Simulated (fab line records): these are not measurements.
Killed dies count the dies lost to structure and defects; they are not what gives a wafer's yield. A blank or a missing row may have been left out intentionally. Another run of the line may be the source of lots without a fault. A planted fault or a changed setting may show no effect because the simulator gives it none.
Chamber matching    flow n5 finfet    N5_HKMG_FIN_DESCUM_53 on rie diel-04: 4 sister chambers
The step chemistry O2, time 7.9 s. 20 wafers are shown with their chamber, then 10 later ones without.

EACH WAFER AND ITS CHAMBER
wafer   chamber  showerhead plenum p Torr (Torr)  throttle valve pct (%)  oes product au (a.u.)
L077.1  2        2.12                             20.50                   0.83
L077.2  0        2.06                             20.56                   0.69
L077.6  2        2.12                             20.49                   0.82
L083.3  2        2.12                             20.51                   0.80
L083.4  1        2.17                             20.67                   0.77
L083.5  1        2.17                             20.66                   0.75
L086.1  3        2.22                             20.21                   0.87
L086.2  2        2.11                             20.54                   0.79
L086.5  3        2.22                             20.22                   0.87
L087.1  3        2.22                             20.22                   0.88
L087.2  2        2.11                             20.54                   0.80
L087.3  1        2.17                             20.68                   0.76
L088.1  3        2.22                             20.24                   0.87
L088.2  1        2.17                             20.67                   0.75
L088.6  3        2.22                             20.23                   0.87
L089.1  3        2.22                             20.24                   0.88
L089.2  1        2.17                             20.67                   0.75
L089.4  1        2.17                             20.67                   0.75
L091.1  1        2.16                             20.71                   0.74
L091.2  3        2.22                             20.25                   0.87

SIGNATURES (averages over the wafers above)
reading                   chamber 0  chamber 1  chamber 2  chamber 3  scatter within a chamber
showerhead plenum p Torr  2.0600     2.1686     2.1160     2.2200     0.00359
throttle valve pct        20.5600    20.6757    20.5160    20.2300    0.0175
oes product au            0.6900     0.7529     0.8080     0.8729     0.0105
Rule: for each reading, subtract the chamber's mean from the wafer's reading, divide by that reading's scatter and square the result; add these up over the readings and take the root, which gives the wafer's distance from the chamber. If the next closest chamber is less than 2 further off than the closest, the wafer can't be placed; otherwise it belongs to the closest. How the scatter is found: for the shown wafers, subtract from each reading the mean of its chamber, square and add these, divide the total by (wafers less chambers), then take the root.

WAFERS WITH NO CHAMBER GIVEN
wafer   showerhead plenum p Torr (Torr)  throttle valve pct (%)  oes product au (a.u.)
L091.3  2.11                             20.54                   0.79
L092.2  2.22                             20.24                   0.86
L092.4  2.22                             20.25                   0.85
L092.6  2.11                             20.56                   0.79
L096.1  2.05                             20.26                   0.95
L096.2  2.11                             20.56                   0.78
L096.5  2.21                             20.26                   0.85
L097.2  2.16                             20.72                   0.74
L097.3  2.21                             20.28                   0.85
L097.4  2.11                             20.56                   0.77

WHICH CHAMBER EACH ONE RAN IN
wafer    from the rows above   in truth
L091.3   2                     2
L092.2   3                     3
L092.4   3                     3
L092.6   2                     2
L096.1   2                     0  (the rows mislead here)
L096.2   2                     2
L096.5   3                     3
L097.2   1                     1
L097.3   3                     3
L097.4   2                     2
9 of 10 placed correctly. Not placeable from these rows: 0. Number placed wrongly: 1.
